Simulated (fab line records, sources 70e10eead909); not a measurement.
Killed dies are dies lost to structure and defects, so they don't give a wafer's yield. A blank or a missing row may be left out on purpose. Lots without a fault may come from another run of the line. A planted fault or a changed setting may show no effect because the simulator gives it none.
fab line records | flow nand_harc
record lots=12 wafers=36 last_day=33
route steps=1302 shown P_GATE@153 P_CONTACT@217 END@1302
lots that met no fault: from a run of the same line without faults
start_h: hours from the record's first day to the start of the lot's first wafer shown | wait_h: hours since the lot's step before | " the same as in the row above | L1.1+2: a row that stands for several wafers | - no value, or no start given | * or withheld: withheld | < > ~ a bound
route shown NAME@n: a module of which the file shows steps, and the number in the route of the first | usual: mean/standard deviation of fault-free wafers | same: alike in all rows | chamber/n: place in a boat | sites: the reading at each site | _std_site: their standard deviation | _edge_site: outer sites' mean less inner sites' | radius_mm: how far each site lies from the wafer's centre | mask NAME#n: copy n | behind: the tool/chamber that last shaped the wafer | hold: why the lot was held/for how many hours/how that ended | device: the transistor (n, p or np) that didn't switch | end of line: the same wafers' tests at the end of the route | a step without rows: its recipe alone | killed: dies lost to structure and defects at the first sort, not the wafer's yield | map: a wafer's dies, x killed, . not, _ none there
set.NAME: the setting as run; set.NAME@STEP: as run at that earlier step | model.NAME: the simulator's own value behind a step, which no gauge read
steps of the route over a sample of lots; a table a step, a row a wafer
services: from which hour (start_h, from the record's first day; less than 0 if before it) a tool's chamber was out of use, for how many hours, and why
## steps
# step NHARC_P_GATE_PRECLEAN_73
# recipe time_s=* temp_c=50 bath_age_min=0 chemistry=SC1
# same time_s=*
# columns lot.wafer tool chamber start_h wait_h
L979.6+4+5 wet_bench-05 1,2,3 98.87 -
L982.5+3+6 wet_bench-03 6,7,1 126.79 -
L983.4+5+3 wet_bench-05 4,5,6 143.30 -
L986.1+3+5 wet_bench-05 7,3,4 164.27 -
L987.4+5+3 wet_bench-02 0,1,2 178.15 -
L988.6+3+4 wet_bench-03 4,5,6 192.44 -
L990.2+5+6 wet_bench-03 0,1,2 203.93 -
L991.4+2+1 wet_bench-02 0,1,5 215.78 -
L995.6+4+3 wet_bench-05 7,2,3 255.06 -
L100.4+6+1 wet_bench-02 6,1,2 312.28 -
L101.2+6+5 wet_bench-02 3,5,0 320.37 -
L102.3+5+2 wet_bench-03 2,3,4 324.44 -
# step NHARC_P_GATE_DESCUM_93
# recipe time_s=3 o2_flow_sccm=200 ar_flow_sccm=0 bias_power_w=0 chemistry=O2
# usual drypump_motor_current_A=5.6/0.45 oes_product_au=0.994/0.0097 rf_vpp_V=57.8/0.88 showerhead_plenum_p_Torr=1.92/0.076 throttle_valve_pct=11.310/0.0094
# same time_s=3
# columns lot.wafer tool chamber start_h wait_h drypump_motor_current_A oes_product_au rf_hours_counter_h rf_vpp_V showerhead_plenum_p_Torr throttle_valve_pct
L979.4 rie_diel-02 1 113.19 - 6.3 0.988 3.1 57.7 1.90 11.306
L979.6 " 3 " " 5.2 0.985 - 58.9 2.00 11.312
L979.5 " 0 " " 5.5 0.986 - 58.7 2.03 11.290
L982.3 rie_diel-02 1 141.21 - 6.3 0.985 4.5 57.8 1.89 11.309
L982.6 " 2 " " 5.5 0.993 - 57.8 1.97 11.308
L982.5 " 3 " " 5.2 0.987 - 56.4 2.00 11.328
L983.3 rie_diel-04 2 158.00 - 5.7 0.982 9.8 56.6 1.80 11.298
L983.4 " 0 " " 5.8 1.002 10.9 56.4 1.92 11.308
L983.5 " 3 " " 5.4 0.995 - 58.2 1.94 11.318
L986.3 rie_diel-09 1 178.60 - 5.8 0.987 0.7 57.9 2.03 11.291
L986.1 " 0 " " 5.7 0.982 0.9 56.7 1.85 11.309
L986.5 " 2 " " 4.8 0.984 - 57.8 1.89 11.323
L987.3 rie_diel-04 1 192.81 - 6.2 0.982 0.2 56.5 1.86 11.302
L987.4 " 2 " " 5.7 0.998 0.2 58.0 1.80 11.304
L987.5 " 1 " " 6.2 0.986 - 56.6 1.86 11.306
L988.3 rie_diel-09 3 207.00 - 5.1 1.004 2.3 57.8 1.83 11.306
L988.4 " 1 " " 5.8 0.993 2.9 58.1 2.02 11.312
L988.6 " 0 " " 5.7 0.989 - 57.7 1.85 11.310
L990.2 rie_diel-09 0 218.36 - 5.8 0.980 3.4 57.3 1.85 11.298
L990.6 " 0 " " 5.7 0.987 - 57.9 1.85 11.314
L990.5 " 1 " " 5.8 0.979 - 57.0 2.02 11.318
L991.2 rie_diel-09 1 230.33 - 5.8 0.987 3.8 57.2 2.02 11.302
L991.1 " 2 " " 4.8 1.000 3.5 58.4 1.89 11.303
L991.4 " 0 " " 5.8 0.992 3.8 57.5 1.85 11.292
L995.4 rie_diel-02 1 269.46 - 6.4 0.998 2.9 57.2 1.89 11.308
L995.3 " 3 " " 5.2 0.997 3.8 58.3 2.00 11.306
L995.6 " 1 " " 6.4 1.009 - 59.1 1.89 11.308
L100.1 rie_diel-04 0 326.71 - 5.8 1.008 7.6 58.7 1.92 11.313
L100.6 " 0 " " 5.8 1.006 - 59.1 1.92 11.310
L100.4 " 2 " " 5.7 1.003 - 56.4 1.80 11.291
L101.2 rie_diel-09 1 335.12 - 5.8 0.986 0.5 58.1 2.02 11.324
L101.5 " 0 " " 5.8 0.979 - 58.7 1.85 11.316
L101.6 " 1 " " 5.8 0.980 - 59.2 2.02 11.325
L102.2 rie_diel-09 3 338.89 - 5.1 1.016 1.3 58.7 1.83 11.319
L102.3 " 0 " " 5.7 0.996 0.8 56.4 1.85 11.319
L102.5 " 1 " " 5.8 0.989 - 59.3 2.02 11.318
# step NHARC_P_GATE_RTA_82
# recipe temp_c=450 time_s=30
# usual anneal_temp_c_max=452.0/0.51 lamp_power_pct=3.8/0.37 wafer_temp_C_max=451.7/0.44
# same time_s=30
# columns lot.wafer tool chamber start_h wait_h anneal_temp_c_max lamp_power_pct wafer_temp_C_max
L979.4 rtp_anneal-02 0 115.95 - 451.8 4.2 451.1
L979.5 " 0 " " 451.9 4.2 451.1
L979.6 " 0 " " 452.5 4.2 451.1
L982.3 rtp_anneal-02 0 143.94 - 452.3 4.2 453.1
L982.5 " 0 " " 452.7 4.2 452.0
L982.6 " 0 " " 452.4 4.2 451.5
L983.3 rtp_anneal-01 0 160.88 - 451.6 3.4 452.0
L983.4 " 0 " " 451.7 3.4 452.0
L983.5 " 0 " " 451.9 3.4 452.3
L986.1 rtp_anneal-01 0 181.30 - 452.0 3.4 451.9
L986.3 " 0 " " 451.7 3.4 452.1
L986.5 " 0 " " 452.0 3.4 452.0
L987.3 rtp_anneal-01 0 195.67 - 451.6 3.4 452.1
L987.4 " 0 " " 451.5 3.4 451.2
L987.5 " 0 " " 451.9 3.4 451.9
L988.3 rtp_anneal-01 0 209.77 - 451.6 3.4 451.6
L988.4 " 0 " " 451.3 3.4 451.3
L988.6 " 0 " " 451.5 3.4 451.8
L990.2 rtp_anneal-01 0 221.72 - 452.2 3.4 451.8
L990.5 " 0 " " 451.8 3.4 452.2
L990.6 " 0 " " 451.3 3.4 452.1
L991.1 rtp_anneal-02 0 233.04 - 452.3 4.2 451.4
L991.2 " 0 " " 452.5 4.2 451.7
L991.4 " 0 " " 452.3 4.2 451.4
L995.3 rtp_anneal-02 0 272.24 - 452.7 4.2 450.6
L995.4 " 0 " " 452.4 4.2 452.3
L995.6 " 0 " " 452.7 4.2 451.3
L100.1 rtp_anneal-01 0 329.43 - 451.7 3.4 452.9
L100.4 " 0 " " 451.7 3.4 451.7
L100.6 " 0 " " 451.6 3.4 452.0
L101.2 rtp_anneal-02 0 338.10 - 452.9 4.2 451.4
L101.5 " 0 " " 452.0 4.2 452.2
L101.6 " 0 " " 452.1 4.2 451.4
L102.2 rtp_anneal-01 0 341.61 - 452.1 3.4 452.5
L102.3 " 0 " " 451.3 3.4 451.7
L102.5 " 0 " " 451.4 3.4 451.5
# step NHARC_P_GATE_INSPECT_68
# usual raw_defect_count=226/96
# columns lot.wafer tool chamber start_h wait_h raw_defect_count
L979.4 defect_inspect-02 - 116.06 0.1 238
L979.5 " - " " 189
L979.6 " - " " 277
L982.3 defect_inspect-02 - 144.08 0.1 184
L982.5 " - " " 177
L982.6 " - " " 146
L983.3 defect_inspect-01 - 161.02 0.1 194
L983.4 " - " " 164
L983.5 " - " " 200
L986.1 defect_inspect-01 - 181.50 0.2 293
L986.3 " - " " 162
L986.5 " - " " 153
L987.3 defect_inspect-02 - 195.81 0.1 166
L987.4 " - " " 325
L987.5 " - " " 315
L988.3 defect_inspect-01 - 209.91 0.1 127
L988.4 " - " " 119
L988.6 " - " " 135
L990.2 defect_inspect-02 - 221.89 0.1 417
L990.5 " - " " 170
L990.6 " - " " 343
L991.1 defect_inspect-01 - 233.24 0.2 184
L991.2 " - " " 195
L991.4 " - " " 270
L995.3 defect_inspect-01 - 272.38 0.1 158
L995.4 " - " " 164
L995.6 " - " " 195
L100.1 defect_inspect-01 - 329.63 0.2 690
L100.4 " - " " 814
L100.6 " - " " 826
L101.2 defect_inspect-02 - 338.27 0.1 570
L101.5 " - " " 571
L101.6 " - " " 733
L102.2 defect_inspect-01 - 341.78 0.1 259
L102.3 " - " " 61
L102.5 " - " " 193
# step NHARC_P_CONTACT_DEP_30
# recipe target_thk_a=300 temp_c=400 target_thk_nm=30 flow_sccm=200 rf_w=450 material=SiNx
# usual heater_power_w=701/78
# columns lot.wafer tool chamber start_h wait_h heater_power_w since_wet_clean_h
L979.6 pecvd-04 0 116.24 0.2 687 -
L979.4 " 1 " " 668 -
L979.5 " 2 " " 647 -
L982.3 pecvd-01 0 144.22 0.1 599 1
L982.5 " 1 " " 667 -
L982.6 " 0 " " 604 -
L983.3 pecvd-03 2 161.08 0.1 904 144
L983.4 " 0 " " 599 -
L983.5 " 1 " " 664 -
L986.1 pecvd-01 2 181.61 0.1 744 39
L986.3 " 0 " " 682 39
L986.5 " 1 " " 742 -
L987.3 pecvd-01 0 196.00 0.2 643 -
L987.4 " 1 " " 774 -
L987.5 " 1 " " 774 -
L988.3 pecvd-04 0 209.98 0.1 644 76
L988.6 " 0 " " 636 -
L988.4 " 1 " " 818 -
L990.2 pecvd-01 0 221.96 0.1 560 79
L990.5 " 0 " " 568 -
L990.6 " 1 " " 794 -
L991.1 pecvd-04 2 233.31 0.1 688 99
L991.2 " 0 " " 666 99
L991.4 " 0 " " 662 -
L995.3 pecvd-01 0 272.52 0.1 634 129
L995.4 " 1 " " 725 -
L995.6 " 2 " " 652 -
L100.1 pecvd-03 0 329.80 0.2 641 132
L100.4 " 1 " " 689 -
L100.6 " 0 " " 639 -
L101.2 pecvd-04 2 338.42 0.1 644 23
L101.5 " 1 " " 826 -
L101.6 " 2 " " 651 -
L102.3 pecvd-04 1 341.85 0.1 828 27
L102.2 " 2 " " 735 27
L102.5 " 1 " " 815 -
# step NHARC_END_SORT_01
# recipe temp_c=25
# usual killed_at_array=54/21 killed_at_other=1.0/1.2 killed_at_periphery=3.6/2.6 killed_dies=58/20 killed_open=3.3/1.9 killed_short=2.6/1.5
# same gross_dies=677
# columns lot.wafer tool chamber start_h wait_h killed_at_array killed_at_other killed_at_periphery killed_dies killed_open killed_short
L100.1 prober-01 0 770.84 2.5 52 0 75 127 5 1
L100.4 prober-01 0 773.25 3.4 56 1 42 99 3 1
L100.6 prober-01 0 774.86 4.0 53 4 77 134 2 1
L101.2 prober-01 0 789.04 2.8 38 1 59 98 4 7
L101.5 prober-01 0 791.39 3.6 23 1 39 63 1 3
L101.6 prober-01 0 792.17 3.9 42 1 75 118 6 3
# killed by level:class
L100.1 P_GATE:unspecified=73 A_CHANNEL_HOLE_D2:chamber_film_flake=25 A_CHANNEL_HOLE_D1:chamber_film_flake=14 A_STAIRCASE:chamber_film_flake=3 A_SLIT:chamber_film_flake=3 A_CHANNEL_FILL_D2:geometric_particle:open=2 A_M0:geometric_particle:open=2 A_CHANNEL_FILL_D1:geometric_particle:short=1
L100.4 P_GATE:unspecified=42 A_CHANNEL_HOLE_D2:chamber_film_flake=29 A_CHANNEL_HOLE_D1:chamber_film_flake=13 A_SLIT:chamber_film_flake=9 A_CHANNEL_FILL_D1:geometric_particle:open=1 A_CHANNEL_FILL_D2:geometric_particle:open=1 A_STAIRCASE:geometric_particle:short=1 A_M1:geometric_particle:open=1
L100.6 P_GATE:unspecified=75 A_CHANNEL_HOLE_D1:chamber_film_flake=19 A_CHANNEL_HOLE_D2:chamber_film_flake=18 A_SLIT:chamber_film_flake=7 A_STAIRCASE:chamber_film_flake=5 THIN_TSV:chamber_film_flake=3 P_CONTACT:geometric_particle:open=1 A_CHANNEL_FILL_D1:geometric_particle:open=1
L101.2 P_GATE:unspecified=55 A_CHANNEL_HOLE_D1:chamber_film_flake=11 A_SLIT:chamber_film_flake=10 A_SGD_CUT:geometric_particle:short=2 P_GATE:chamber_film_flake=2 A_DECK1_JOINT:chamber_film_flake=2 A_CHANNEL_FILL_D2:chamber_film_flake=2 A_CONTACT:chamber_film_flake=2
L101.5 P_GATE:unspecified=34 A_CHANNEL_HOLE_D1:chamber_film_flake=11 A_SLIT:chamber_film_flake=3 P_ZERO_WELL:chamber_film_flake=2 A_DECK1_JOINT:chamber_film_flake=2 A_CHANNEL_HOLE_D2:chamber_film_flake=2 P_GATE:geometric_particle:short=1 A_WL_FILL:geometric_particle:short=1
L101.6 P_GATE:unspecified=71 A_CHANNEL_HOLE_D1:chamber_film_flake=22 A_SLIT:chamber_film_flake=6 A_STAIRCASE:chamber_film_flake=3 A_WL_FILL:geometric_particle:open=2 P_GATE:chamber_film_flake=2 A_CONTACT:chamber_film_flake=2 P_M0:geometric_particle:open=1
## services
# columns tool chamber start_h hours kind
wet_bench-05 - 84.80 8.0 pm
pecvd-01 - 114.61 2.0 repair
pecvd-04 - 121.09 13.0 pm
pecvd-01 - 130.06 13.0 pm
rie_diel-09 - 143.10 9.0 pm
wet_bench-05 - 173.78 6.9 repair
rie_diel-02 2 175.33 5.0 repair
rie_diel-04 - 177.97 9.0 pm
pecvd-01 2 193.21 11.8 repair
wet_bench-02 - 198.03 7.7 repair
rie_diel-09 - 208.35 5.2 repair
wet_bench-03 - 210.40 8.0 pm
rie_diel-02 - 216.70 9.0 pm
pecvd-04 - 228.94 0.7 repair
wet_bench-02 - 244.00 8.0 pm
wet_bench-05 - 260.80 8.0 pm
rie_diel-04 2 272.85 2.9 repair
rie_diel-02 2 284.47 4.8 repair
pecvd-04 - 302.09 13.0 pm
pecvd-01 - 311.06 13.0 pm
rie_diel-09 - 320.10 9.0 pm
wet_bench-03 - 326.36 5.6 repair
wet_bench-05 - 330.22 2.5 repair
wet_bench-02 - 338.33 2.0 repair
## key
first_sign step=NHARC_P_GATE_INSPECT_68 reading=raw_defect_count direction=up sigmas=5 usual=226 struck=701
effect step=NHARC_END_SORT_01 reading=killed_at_periphery direction=up sigmas=22 usual=3.6 struck=61.2
more_kills_born_at NHARC_P_GATE_PRECLEAN_73@wet_bench-02=350
met_at NHARC_P_GATE_PRECLEAN_73
struck_lots L100,L101
tester_left_out L100,L101
not_acting_at NHARC_P_GATE_DESCUM_93,NHARC_P_GATE_RTA_82,NHARC_P_CONTACT_DEP_30
onset_between 215.78 312.28
fault kind=chamber_particle_source tool=wet_bench-02 chamber=- onset_h=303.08 steps=NHARC_P_GATE_PRECLEAN_73 rate_per_visit_cm2=0.5641 end_h=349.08
# tester_left_out: of these lots the tester's yield and bins aren't shown, on N5 and GAA mostly nor the transistor test; their killed dies are dies lost to structure and defects alone, not to doping, threshold or leakage, so they don't give the yield
